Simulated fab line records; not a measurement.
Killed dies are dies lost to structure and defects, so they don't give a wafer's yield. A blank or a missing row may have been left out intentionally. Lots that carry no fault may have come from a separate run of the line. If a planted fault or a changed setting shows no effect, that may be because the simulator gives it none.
fab line records    flow nand-harc
[record] lots = 6  wafers = 18  last-day = 34
route steps=1302 shown P_BONDPAD@360 A_ZERO_WELL@390 END@1302
lots that met no fault: from a run of the same line without faults
start-h: hours from the record's first day to the start of the lot's first wafer shown    wait-h: hours from the lot's prior step to this one    " same as the row above    L1.1+2: a single row standing in for several wafers    - no value present, or no start provided    * or withheld: withheld    < > ~ a bound
route shown NAME@n: a module of which the file shows steps, and the number in the route of the first    usual: mean and standard deviation over wafers with no fault    same: alike in all rows    chamber/n: place in a boat    sites: per-site readings    _std_site: how widely they spread, as a standard deviation    _edge_site: mean of outer sites minus mean of inner sites    radius-mm: how far each site lies from the wafer's centre    mask NAME#n: copy n    behind: the last tool/chamber to shape the wafer    hold: why the lot went on hold/how many hours it stayed there/how the hold came to an end    device: names the non-switching transistor (n, p or np)    end of line: the tests these same wafers got at the end of their route    for a step that has no rows: nothing shown but its recipe    killed: dies lost to structure and defects at the first sort, not the wafer's yield    map: dies across one wafer; x = killed, . = not, _ = none there
set.NAME: the setting that was run; set.NAME@STEP: the one run at that earlier step    model.NAME: the simulator's own value behind a step, which no gauge read
lots seen at some steps along the route; tables by step, rows by wafer
services: when a tool's chamber went out of use (start-h, in hours from the record's first day, below 0 if earlier), for how many hours, and the reason
[[steps]]
[step NHARC_P_BONDPAD_EBR_05]
[step NHARC_P_BONDPAD_EXPOSE_06]
[recipe] na = 0.55  dose-mj = 37.06  mask-id = P_BPAD
[step NHARC_P_BONDPAD_PEB_07]
[recipe] peb-temp-c = 128  peb-time-s = 80
[step NHARC_P_BONDPAD_DEVELOP_08]
[recipe] time-s = 50  dev-temp-c = 22
[step NHARC_P_BONDPAD_CD_MEAS_09]
[recipe] target-cd-nm = 500  landing-energy-ev = 500
[usual] cd-nm = 501.1/2
[same] landing-energy-ev = 500
lot.wafer  tool       chamber  start-h  wait-h  cd-nm
L749.2     cd-sem-03  0        168.71   -       502.8
L749.4     "          0        "        "       501.3
L749.6     "          0        "        "       503.5
L757.1     cd-sem-02  0        248.47   -       501.6
L757.2     "          0        "        "       496.9
L757.4     "          0        "        "       497.8
L763.3     cd-sem-02  0        305.41   -       501.2
L763.5     "          0        "        "       501.7
L763.6     "          0        "        "       502.9
L768.3     cd-sem-03  0        347.79   -       502.4
L768.4     "          0        "        "       498.5
L768.5     "          0        "        "       501.5
L767.3     cd-sem-01  0        349.04   -       499.6
L767.4     "          0        "        "       501.9
L767.5     "          0        "        "       503.0
L769.1     cd-sem-01  0        360.73   -       501.4
L769.2     "          0        "        "       501.4
L769.6     "          0        "        "       499.5
[step NHARC_P_BONDPAD_OVL_MEAS_38]
[usual] overlay-x-nm = 1/4.5  overlay-y-nm = -2/6.3
lot.wafer  tool        chamber  start-h  wait-h  overlay-x-nm  overlay-y-nm
L749.2     overlay-01  -        168.79   -       -10           3
L749.4     "           -        "        "       -10           3
L749.6     "           -        "        "       -10           3
L757.1     overlay-02  -        248.56   -       -2            -1
L757.2     "           -        "        "       -2            -1
L757.4     "           -        "        "       -2            -1
L763.3     overlay-02  -        305.50   -       6             7
L763.5     "           -        "        "       5             7
L763.6     "           -        "        "       5             7
L768.3     overlay-02  -        347.88   -       -6            4
L768.4     "           -        "        "       -6            4
L768.5     "           -        "        "       -6            4
L767.3     overlay-02  -        349.13   -       1             -7
L767.4     "           -        "        "       1             -7
L767.5     "           -        "        "       1             -7
L769.1     overlay-01  -        360.82   -       -3            -7
L769.2     "           -        "        "       -2            -7
L769.6     "           -        "        "       -3            -7
[step NHARC_P_BONDPAD_HARDBAKE_10]
[recipe] temp-c = 118  time-s = 65
[step NHARC_P_BONDPAD_DESCUM_11]
[recipe] time-s = 3  o2-flow-sccm = 200  ar-flow-sccm = 0  bias-power-w = 0  chemistry = O2
[step NHARC_P_BONDPAD_ETCH_37]
[recipe] target-depth-a = 600  overetch-a = 180  time-s = 65.91  ion-energy-ev = 200  n2-flow-sccm = 150  h2-flow-sccm = 150  ar-flow-sccm = 0  rf-w = 400  bias-w = 150  chemistry = N2/H2
[usual] drypump-motor-current-A = 5.8/0.44  oes-product-au = 0.998/0.011  rf-vpp-V = 429.3/2.1  showerhead-plenum-p-Torr = 1.99/0.072  throttle-valve-pct = 14.171/0.0099
lot.wafer  tool         chamber  start-h  wait-h  drypump-motor-current-A  oes-product-au  rf-hours-counter-h  rf-vpp-V  showerhead-plenum-p-Torr  throttle-valve-pct
L749.2     rie-diel-02  1        169.01   0.1     5.7                      0.999           4.0                 427.1     1.94                      14.175
L749.4     "            2        "        "       6.3                      0.997           4.0                 426.3     1.90                      14.179
L749.6     "            1        "        "       5.7                      1.001           -                   429.4     1.94                      14.161
L757.4     rie-diel-02  1        248.77   0.1     5.7                      1.005           0.9                 428.0     1.94                      14.173
L757.2     "            2        "        "       6.3                      1.007           1.0                 427.4     1.90                      14.179
L757.1     "            3        "        "       5.3                      0.978           1.2                 429.4     2.01                      14.180
L763.3     rie-diel-02  0        305.71   0.1     5.7                      0.991           3.0                 426.1     1.94                      14.160
L763.6     "            3        "        "       5.3                      0.995           -                   428.6     2.01                      14.166
L763.5     "            0        "        "       5.7                      0.998           -                   428.4     1.94                      14.165
L768.3     rie-diel-09  0        348.08   0.1     6.5                      1.008           1.3                 426.7     1.98                      14.165
L768.4     "            2        "        "       6.4                      0.991           0.9                 432.7     2.06                      14.167
L768.5     "            1        "        "       6.1                      1.010           -                   430.3     2.06                      14.156
L767.3     rie-diel-02  0        349.34   0.1     5.6                      0.981           4.9                 428.9     1.94                      14.175
L767.4     "            2        "        "       6.4                      1.010           5.0                 426.1     1.90                      14.174
L767.5     "            3        "        "       5.3                      0.979           -                   430.0     2.01                      14.173
L769.1     rie-diel-11  0        361.03   0.1     5.7                      1.001           4.2                 434.2     2.17                      14.189
L769.2     "            1        "        "       4.8                      0.998           3.9                 433.4     2.16                      14.171
L769.6     "            1        "        "       4.8                      0.994           -                   433.9     2.16                      14.179
[step NHARC_P_BONDPAD_ETCH_12]
[recipe] target-depth-a = 2000  time-s = 100  chf3-flow-sccm = 50  o2-flow-sccm = 10  ar-flow-sccm = 200  rf-w = 500  bias-w = 200  chemistry = CHF3/O2
[step NHARC_P_BONDPAD_CD_MEAS_13]
[usual] cd-nm = 500.7/2.1
lot.wafer  tool       chamber  start-h  wait-h  cd-nm
L749.2     cd-sem-03  -        169.24   -       502.0
L749.4     "          -        "        "       501.8
L749.6     "          -        "        "       501.9
L757.1     cd-sem-02  -        249.00   -       501.0
L757.2     "          -        "        "       497.2
L757.4     "          -        "        "       496.7
L763.3     cd-sem-01  -        305.94   -       500.6
L763.5     "          -        "        "       501.2
L763.6     "          -        "        "       502.5
L768.3     cd-sem-03  -        348.32   -       502.6
L768.4     "          -        "        "       498.8
L768.5     "          -        "        "       502.8
L767.3     cd-sem-03  -        349.57   -       499.9
L767.4     "          -        "        "       500.3
L767.5     "          -        "        "       502.0
L769.1     cd-sem-02  -        361.26   -       500.9
L769.2     "          -        "        "       500.1
L769.6     "          -        "        "       498.8
[step NHARC_P_BONDPAD_STRIP_15]
[recipe] o2-flow-sccm = 500  ar-flow-sccm = 0  bias-w = 0  chemistry = O2
[step NHARC_P_BONDPAD_ETCH_24]
[recipe] target-depth-a = 300  over-etch-frac = 0.3  time-s = 72.99  ion-energy-ev = 150  cf4-flow-sccm = 50  n2-flow-sccm = 100  ar-flow-sccm = 150  rf-w = 300  bias-w = 100  chemistry = CF4/N2
[usual] drypump-motor-current-A = 5.8/0.5  oes-product-au = 0.999/0.0098  rf-vpp-V = 313.9/2  showerhead-plenum-p-Torr = 2.61/0.11  throttle-valve-pct = 19.794/0.0093
lot.wafer  tool         chamber  start-h  wait-h  drypump-motor-current-A  oes-product-au  rf-hours-counter-h  rf-vpp-V  showerhead-plenum-p-Torr  throttle-valve-pct
L749.4     rie-diel-09  3        169.46   -       5.4                      1.004           0.4                 312.5     2.61                      19.796
L749.2     "            2        "        "       6.4                      1.001           0.5                 314.3     2.65                      19.788
L749.6     "            0        "        "       6.5                      1.006           -                   311.3     2.55                      19.796
L757.1     rie-diel-11  2        249.22   -       5.4                      0.996           7.8                 312.1     2.53                      19.775
L757.2     "            3        "        "       5.7                      0.992           7.8                 312.0     2.48                      19.787
L757.4     "            0        "        "       5.7                      0.982           9.2                 316.3     2.78                      19.786
L763.3     rie-diel-02  2        306.17   -       6.3                      0.997           3.0                 310.9     2.46                      19.798
L763.6     "            1        "        "       5.7                      0.995           -                   313.0     2.51                      19.800
L763.5     "            2        "        "       6.3                      1.004           -                   312.4     2.46                      19.790
L768.3     rie-diel-11  2        348.59   0.1     5.4                      0.992           3.6                 312.6     2.53                      19.791
L768.4     "            1        "        "       4.8                      0.997           -                   316.4     2.77                      19.809
L768.5     "            2        "        "       5.5                      0.982           -                   312.5     2.53                      19.789
L767.4     rie-diel-09  0        349.79   -       6.5                      1.017           1.4                 314.6     2.55                      19.809
L767.3     "            3        "        "       5.4                      1.007           1.4                 313.3     2.61                      19.816
L767.5     "            1        "        "       6.1                      1.008           -                   315.3     2.65                      19.796
L769.2     rie-diel-11  1        361.50   -       4.8                      1.006           4.0                 315.4     2.77                      19.786
L769.1     "            2        "        "       5.4                      0.985           4.3                 312.4     2.53                      19.781
L769.6     "            3        "        "       5.7                      1.024           -                   311.9     2.48                      19.774
[step NHARC_P_BONDPAD_STRIP_16]
[recipe] time-s = 600  temp-c = 30  chemistry = post-etch-residue-remover
[step NHARC_P_BONDPAD_DEGAS_25]
[recipe] temp-c = 300  time-s = 60
[step NHARC_P_BONDPAD_PRE_CLEAN_26]
[recipe] time-s = 30  temp-c = 280  gas = H2/He
[usual] heater-power-w = 413/38
lot.wafer  tool            chamber  start-h  wait-h  heater-power-w
L749.4     pvd-sputter-03  -        -        -       352
L749.2     "               -        "        "       458
L749.6     "               -        "        "       350
L757.2     pvd-sputter-01  -        -        -       377
L757.4     "               -        "        "       404
L757.1     "               -        "        "       401
L763.3     pvd-sputter-01  -        -        -       370
L763.6     "               -        "        "       408
L763.5     "               -        "        "       364
L768.3     pvd-sputter-02  -        -        -       432
L768.4     "               -        "        "       379
L768.5     "               -        "        "       445
L767.4     pvd-sputter-01  -        -        -       418
L767.3     "               -        "        "       370
L767.5     "               -        "        "       414
L769.1     pvd-sputter-03  -        -        -       341
L769.2     "               -        "        "       452
L769.6     "               -        "        "       469
[step NHARC_P_BONDPAD_PVD_17]
[recipe] target-thk-a = 50  bias-v = 168.6  power-w = 15000  chamber-pressure-pa = 0.12  time-s = 8.06  substrate-temp-c = 50  material = TaN
[usual] throttle-valve-pct = 29.8/1.3
lot.wafer  tool            chamber  start-h  wait-h  throttle-valve-pct
L749.4     pvd-sputter-03  -        -        -       31.5
L749.2     "               -        "        "       28.7
L749.6     "               -        "        "       31.6
L757.2     pvd-sputter-01  -        -        -       30.3
L757.4     "               -        "        "       29.9
L757.1     "               -        "        "       30.5
L763.3     pvd-sputter-01  -        -        -       30.3
L763.6     "               -        "        "       30.4
L763.5     "               -        "        "       29.9
L768.3     pvd-sputter-02  -        -        -       29.3
L768.4     "               -        "        "       29.6
L768.5     "               -        "        "       29.1
L767.4     pvd-sputter-01  -        -        -       30.9
L767.3     "               -        "        "       29.9
L767.5     "               -        "        "       30.9
L769.2     pvd-sputter-03  -        -        -       31.9
L769.1     "               -        "        "       30.0
L769.6     "               -        "        "       31.9
[step NHARC_P_BONDPAD_PVD_27]
[recipe] target-thk-a = 300  chamber-pressure-pa = 5  power-w = 5000  substrate-temp-c = 30  time-s = 20.49  material = Cu
[usual] throttle-valve-pct = 29.7/1.4
lot.wafer  tool            chamber  start-h  wait-h  throttle-valve-pct
L749.4     pvd-sputter-02  -        170.11   -       26.4
L749.2     "               -        "        "       28.5
L749.6     "               -        "        "       26.4
L757.4     pvd-sputter-01  -        -        -       30.8
L757.1     "               -        "        "       30.7
L757.2     "               -        "        "       30.7
L763.3     pvd-sputter-01  -        -        -       30.6
L763.5     "               -        "        "       30.5
L763.6     "               -        "        "       29.8
L768.3     pvd-sputter-02  -        -        -       28.9
L768.4     "               -        "        "       27.7
L768.5     "               -        "        "       29.2
L767.3     pvd-sputter-01  -        -        -       30.5
L767.4     "               -        "        "       29.9
L767.5     "               -        "        "       29.9
L769.1     pvd-sputter-03  -        -        -       28.9
L769.2     "               -        "        "       30.4
L769.6     "               -        "        "       30.3
[step NHARC_P_BONDPAD_ECD_18]
[recipe] target-thk-a = 4000  bath-temp-c = 25  material = Cu
[step NHARC_P_BONDPAD_ANNEAL_28]
[recipe] temp-c = 225  time-s = 90
[usual] wafer_temp_C_max = 226.4/0.36
lot.wafer  tool           chamber  start-h  wait-h  wafer_temp_C_max
L749.2     rtp-anneal-01  0        170.68   0.3     227.1
L749.4     "              0        "        "       226.0
L749.6     "              0        "        "       227.0
L757.1     rtp-anneal-01  0        250.61   -       226.1
L757.2     "              0        "        "       226.5
L757.4     "              0        "        "       226.7
L763.3     rtp-anneal-02  0        307.40   -       226.4
L763.5     "              0        "        "       226.7
L763.6     "              0        "        "       226.5
L768.3     rtp-anneal-01  0        349.82   0.3     226.0
L768.4     "              0        "        "       225.9
L768.5     "              0        "        "       226.0
L767.3     rtp-anneal-02  0        351.06   0.4     226.6
L767.4     "              0        "        "       226.3
L767.5     "              0        "        "       226.3
L769.1     rtp-anneal-02  0        362.62   0.3     227.0
L769.2     "              0        "        "       226.5
L769.6     "              0        "        "       226.6
[step NHARC_P_BONDPAD_CMP_19]
[recipe] t-overpolish-s = 30  cu-recess-touch-s = 16  target-thk-nm = 160.81
[step NHARC_P_BONDPAD_THK_MEAS_20]
[recipe] thk-meas-gauge = xrf
[usual] thk-nm = 160.6/1.5
lot.wafer  tool           chamber  start-h  wait-h  thk-nm
L749.2     film-metro-01  -        171.33   -       162.2
L749.4     "              -        "        "       160.5
L749.6     "              -        "        "       159.4
L757.1     film-metro-01  -        251.28   -       160.8
L757.2     "              -        "        "       160.8
L757.4     "              -        "        "       160.6
L763.3     film-metro-01  -        307.97   -       160.2
L763.5     "              -        "        "       161.7
L763.6     "              -        "        "       159.1
L768.3     film-metro-01  -        350.39   -       161.3
L768.4     "              -        "        "       162.0
L768.5     "              -        "        "       160.6
L767.3     film-metro-01  -        351.62   -       156.1
L767.4     "              -        "        "       161.9
L767.5     "              -        "        "       159.6
L769.1     film-metro-02  -        363.29   -       158.6
L769.2     "              -        "        "       160.8
L769.6     "              -        "        "       158.0
[step NHARC_P_BONDPAD_SRD_21]
[recipe] time-s = 30  temp-c = 23  dry-time-s = 20  spin-rpm = 1500
[step NHARC_P_BONDPAD_ACTIVATE_29]
[recipe] time-s = 60  n2-flow-sccm = 200  ar-flow-sccm = 0  bias-power-w = 0  chemistry = N2
[step NHARC_P_BONDPAD_PRECLEAN_30]
[recipe] time-s = 300  temp-c = 23  chemistry = DIW
[step NHARC_P_BONDPAD_SRD_31]
[recipe] time-s = 30  temp-c = 23  dry-time-s = 20  spin-rpm = 1500
[step NHARC_A_ZERO_WELL_PRECLEAN_00]
[recipe] time-s = 600  temp-c = 120  chemistry = SPM
[step NHARC_A_ZERO_WELL_SRD_01]
[step NHARC_A_ZERO_WELL_DEHYDRATE_02]
[recipe] temp-c = 150  time-s = 120
[step NHARC_A_ZERO_WELL_HMDS_03]
[recipe] time-s = 30
[step NHARC_A_ZERO_WELL_COAT_18]
[recipe] temp-c = 200  time-s = 65
[step NHARC_A_ZERO_WELL_COAT_04]
[recipe] spin-rpm = 2000  resist-thk-nm = 600
[step NHARC_A_ZERO_WELL_SOFTBAKE_05]
[recipe] temp-c = 125  time-s = 70
[step NHARC_A_ZERO_WELL_EBR_06]
[step NHARC_A_ZERO_WELL_EXPOSE_07]
[recipe] na = 0.55  dose-mj = 33.85  mask-id = A_ZERO
[step NHARC_A_ZERO_WELL_PEB_08]
[recipe] peb-temp-c = 128  peb-time-s = 80
[step NHARC_A_ZERO_WELL_DEVELOP_09]
[recipe] time-s = 50  dev-temp-c = 22
[step NHARC_A_ZERO_WELL_CD_MEAS_10]
[recipe] target-cd-nm = 2000  landing-energy-ev = 500
[usual] cd-nm = 2000.9/2.1
[same] landing-energy-ev = 500
lot.wafer  tool       chamber  start-h  wait-h  cd-nm
L749.2     cd-sem-03  0        172.88   -       1998.6
L749.4     "          0        "        "       1999.4
L749.6     "          0        "        "       2000.2
L757.1     cd-sem-02  0        252.71   -       2000.0
L757.2     "          0        "        "       1998.6
L757.4     "          0        "        "       2000.5
L763.3     cd-sem-02  0        309.52   -       2000.8
L763.5     "          0        "        "       2002.9
L763.6     "          0        "        "       1998.9
L768.3     cd-sem-02  0        351.95   -       1997.7
L768.4     "          0        "        "       1999.2
L768.5     "          0        "        "       1997.6
L767.3     cd-sem-02  0        353.15   -       2002.3
L767.4     "          0        "        "       2002.6
L767.5     "          0        "        "       2004.0
L769.1     cd-sem-02  0        364.68   -       2000.0
L769.2     "          0        "        "       1998.8
L769.6     "          0        "        "       2001.8
[step NHARC_END_SORT_01]
[recipe] temp-c = 25
[usual] defect-limited-yield = 91.0/2.6  killed-at-array = 57/17  killed-at-other = 0.5/0.82  killed-at-periphery = 4.0/2.8  killed-dies = 61/18  killed-open = 2.9/2  killed-short = 2.3/1.7
[same] gross-dies = 677
lot.wafer  tool       chamber  start-h  wait-h  defect-limited-yield[%]  killed-at-array  killed-at-other  killed-at-periphery  killed-dies  killed-open  killed-short
L749.2     prober-01  0        615.40   2.8     91.1                     52               0                8                    60           5            5
L749.4     prober-01  0        616.99   3.4     89.5                     67               0                4                    71           3            2
L749.6     prober-01  0        618.58   4.0     91.1                     50               0                10                   60           3            1
L757.1     prober-02  0        694.44   2.5     93.6                     41               0                2                    43           2            2
L757.2     prober-02  0        695.22   2.8     90.7                     56               0                7                    63           4            4
L757.4     prober-02  0        696.79   3.4     92.9                     43               0                5                    48           4            0
L763.3     prober-02  0        719.50   3.1     86.3                     84               1                8                    93           1            2
L763.5     prober-02  0        721.08   3.7     86.3                     88               0                5                    93           4            1
L763.6     prober-02  0        721.88   4.0     89.8                     64               0                5                    69           1            3
L768.3     prober-02  0        794.50   3.1     81.5                     71               0                54                   125          1            6
L768.4     prober-02  0        795.29   3.4     79.5                     37               0                102                  139          2            1
L768.5     prober-02  0        796.08   3.7     84.2                     54               0                53                   107          0            1
L769.1     prober-01  0        803.15   2.5     86.4                     34               0                58                   92           2            4
L769.2     prober-01  0        803.96   2.8     80.2                     35               0                99                   134          2            2
L769.6     prober-01  0        807.18   4.0     86.9                     45               0                44                   89           4            4
// killed by level:class
L749.2 A_CHANNEL_HOLE_D2:chamber-film-flake=21 A_SLIT:chamber-film-flake=17 P_ZERO_WELL:chamber-film-flake=3 P_M0:geometric-particle:short=2 A_CHANNEL_HOLE_D1:chamber-film-flake=2 A_STAIRCASE:chamber-film-flake=2 P_GATE:geometric-particle:open=1 P_CONTACT:geometric-particle:open=1
L749.4 A_CHANNEL_HOLE_D2:chamber-film-flake=31 A_SLIT:chamber-film-flake=25 P_CONTACT:chamber-film-flake=3 A_DECK1_JOINT:chamber-film-flake=2 A_STAIRCASE:chamber-film-flake=2 A_DECK1_JOINT:geometric-particle:open=1 A_ONON_D2:geometric-particle:open=1 A_ONON_D2:geometric-particle:short=1
L749.6 A_SLIT:chamber-film-flake=31 A_CHANNEL_HOLE_D2:chamber-film-flake=17 P_CONTACT:geometric-particle:open=3 P_CONTACT:chamber-film-flake=3 P_GATE:chamber-film-flake=2 A_BLC:geometric-particle:short=1 P_ZERO_WELL:chamber-film-flake=1 P_BONDPAD:chamber-film-flake=1
L757.1 A_SLIT:chamber-film-flake=27 A_WL_FILL:chamber-film-flake=3 A_CHANNEL_HOLE_D1:chamber-film-flake=2 A_CHANNEL_HOLE_D2:chamber-film-flake=2 A_CONTACT:chamber-film-flake=2 A_SOURCE_PLATE:geometric-particle:open=1 A_CHANNEL_FILL_D2:geometric-particle:short=1 A_BLC:geometric-particle:open=1
L757.2 A_SLIT:chamber-film-flake=36 A_WL_FILL:chamber-film-flake=5 P_CONTACT:chamber-film-flake=3 A_CONTACT:chamber-film-flake=3 A_CHANNEL_FILL_D1:geometric-particle:open=2 P_STI:chamber-film-flake=2 A_CHANNEL_HOLE_D1:chamber-film-flake=2 P_M1:geometric-particle:short=1
L757.4 A_SLIT:chamber-film-flake=30 A_CHANNEL_HOLE_D1:chamber-film-flake=5 A_CONTACT:chamber-film-flake=3 P_M0:geometric-particle:open=2 A_CHANNEL_FILL_D1:geometric-particle:open=2 P_ZERO_WELL:chamber-film-flake=1 P_STI:chamber-film-flake=1 P_CONTACT:chamber-film-flake=1
L763.3 A_SLIT:chamber-film-flake=29 A_CHANNEL_HOLE_D2:chamber-film-flake=24 A_CHANNEL_HOLE_D1:chamber-film-flake=18 P_GATE:chamber-film-flake=8 A_CONTACT:chamber-film-flake=4 A_CHANNEL_FILL_D1:chamber-film-flake=2 A_STAIRCASE:chamber-film-flake=2 A_CHANNEL_HOLE_D1:geometric-particle:short=1
L763.5 A_CHANNEL_HOLE_D1:chamber-film-flake=33 A_SLIT:chamber-film-flake=29 A_CHANNEL_HOLE_D2:chamber-film-flake=13 A_CONTACT:chamber-film-flake=7 P_GATE:chamber-film-flake=3 P_CONTACT:geometric-particle:open=1 A_ONON_D2:geometric-particle:open=1 A_ONON_D2:geometric-particle:short=1
L763.6 A_SLIT:chamber-film-flake=30 A_CHANNEL_HOLE_D1:chamber-film-flake=14 A_CHANNEL_HOLE_D2:chamber-film-flake=8 A_STAIRCASE:chamber-film-flake=4 A_CONTACT:chamber-film-flake=4 A_CHANNEL_FILL_D1:geometric-particle:short=2 P_GATE:chamber-film-flake=2 P_M1:chamber-film-flake=2
L768.3 P_BONDPAD:unspecified=52 A_CHANNEL_HOLE_D2:chamber-film-flake=29 A_CONTACT:chamber-film-flake=18 A_SLIT:chamber-film-flake=11 A_CHANNEL_HOLE_D1:chamber-film-flake=4 A_M1:chamber-film-flake=2 P_GATE:geometric-particle:short=1 P_M0:geometric-particle:short=1
L768.4 P_BONDPAD:unspecified=96 A_CONTACT:chamber-film-flake=17 A_CHANNEL_HOLE_D2:chamber-film-flake=9 P_ZERO_WELL:chamber-film-flake=4 A_SLIT:chamber-film-flake=4 A_M1:chamber-film-flake=3 P_M1:geometric-particle:open=1 P_M2:geometric-particle:short=1
L768.5 P_BONDPAD:unspecified=51 A_CHANNEL_HOLE_D2:chamber-film-flake=25 A_CONTACT:chamber-film-flake=13 A_SLIT:chamber-film-flake=7 A_CHANNEL_FILL_D1:chamber-film-flake=3 P_GATE:chamber-film-flake=2 A_CHANNEL_FILL_D1:geometric-particle:short=1 A_DECK1_JOINT:chamber-film-flake=1
L769.1 P_BONDPAD:unspecified=52 A_CHANNEL_HOLE_D1:chamber-film-flake=14 A_CONTACT:chamber-film-flake=8 A_SLIT:chamber-film-flake=5 A_CHANNEL_FILL_D2:geometric-particle:short=2 P_ZERO_WELL:chamber-film-flake=2 P_CONTACT:geometric-particle:open=1 P_M0:geometric-particle:short=1
L769.2 P_BONDPAD:unspecified=96 A_SLIT:chamber-film-flake=12 A_CHANNEL_HOLE_D1:chamber-film-flake=9 A_CHANNEL_HOLE_D2:chamber-film-flake=5 A_CONTACT:chamber-film-flake=4 A_ONON_D2:geometric-particle:short=2 P_M0:geometric-particle:open=1 A_ONON_D2:geometric-particle:open=1
L769.6 P_BONDPAD:unspecified=36 A_CHANNEL_HOLE_D1:chamber-film-flake=17 A_CONTACT:chamber-film-flake=12 A_SLIT:chamber-film-flake=10 P_CONTACT:geometric-particle:short=2 P_M0:geometric-particle:open=2 P_GATE:chamber-film-flake=2 P_CONTACT:geometric-particle:open=1
// map L768.4 (x killed, . not)
____________.____________
_________......._________
_______..........._______
______.............______
_____..............._____
____....x............____
____.................____
___...................___
___x..................___
__x....................__
__.....................__
_..x...................._
_.x.xx..........x......._
_...xx..x..............._
_xxxxxxxxx...........x.._
_x.xxxxxxx.............._
..xxxxxxx................
..xxxxxx.................
x.xxxxxxxxx..............
.xxxxxxxxxx.....x.x......
xxxxxxxxxx.........x.....
_xxxxxxxxx.....x..x..x.._
_xxxxxxxx..............._
_xxxxxxxx........x......_
_x.xxxxxx..........x..x._
_..xxxxxx..........x.xx._
__..x................x.__
__.....x..x.x........xx__
___.xx.......x....x...___
___...x...x...........___
____x................____
____.....x...........____
_____.....xx........_____
______.............______
_______..........._______
_________......._________
____________.____________
// map L769.2 (x killed, . not)
____________.____________
_________......._________
_______........x.._______
______.............______
_____..............._____
____.................____
____..............x..____
___..................x___
___...................___
__.....................__
__.....................__
_.x....x................_
_...xx.................x_
_x.xx.......x..........._
_xxxxxx.x..............._
_xxxxxxxx..............._
.xxxxxxxx................
.xxxxxxxxx...............
xxxxxxxxxx...............
.xxxxxxxxx...............
.xxxxxxxx.x..............
_xxxxxxxxx.x............_
_xxxxxxxxx.............._
_xxxxxxxxx.............._
_x.xxxxxx......x........_
_....xxxxx.x...x........_
__...xxx.xx............__
__...x.xx.x............__
___x.xxx...x.....xx...___
___...................___
____......x...x......____
____.................____
_____..............._____
______......x......______
_______..........._______
_________......._________
____________.____________
[[services]]
tool            chamber  start-h  hours  kind
rie-diel-02     0        146.70   -      clean
rie-diel-02     1        146.70   -      clean
rie-diel-02     2        146.70   -      clean
rie-diel-02     3        146.70   -      clean
rie-diel-02     0        171.20   -      clean
rie-diel-02     1        171.20   -      clean
rie-diel-02     2        171.20   -      clean
rie-diel-02     3        171.20   -      clean
rie-diel-02     0        171.23   6.1    repair
rie-diel-09     0        176.02   18.0   repair
rie-diel-11     -        198.90   0.4    repair
pvd-sputter-03  -        199.81   7.9    repair
rie-diel-11     3        204.85   2.6    repair
rie-diel-02     -        216.70   9.0    pm
pvd-sputter-01  -        226.00   10.0   pm
rie-diel-11     -        255.50   9.0    pm
pvd-sputter-02  -        282.00   10.0   pm
pvd-sputter-03  -        285.83   1.8    repair
pvd-sputter-01  -        286.64   3.5    repair
rie-diel-09     3        302.88   4.0    repair
rie-diel-11     -        308.19   0.2    repair
rie-diel-09     -        320.10   9.0    pm
rie-diel-11     1        327.54   19.9   repair
pvd-sputter-03  -        348.06   10.0   pm
[[key]]
[first-sign] step = NHARC_END_SORT_01  reading = killed-at-periphery  direction = up  sigmas = 23  usual = 4.0  struck = 68.3
[effect] step = NHARC_END_SORT_01  reading = killed-dies  direction = up  sigmas = 3  usual = 61  struck = 114  wafers-moved = 5
[more-kills-born-at] NHARC_P_BONDPAD_ETCH_24@rie-diel-11 = 383
met-at NHARC_P_BONDPAD_ETCH_24
struck-wafers L768.3,L768.4,L768.5,L769.1,L769.2,L769.6
onset-between 249.22 348.59
[fault] kind = chamber-particle-source  tool = rie-diel-11  chamber = -  onset-h = 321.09  steps = NHARC_P_BONDPAD_ETCH_24  rate-per-visit-cm2 = 1.5817  end-h = 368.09
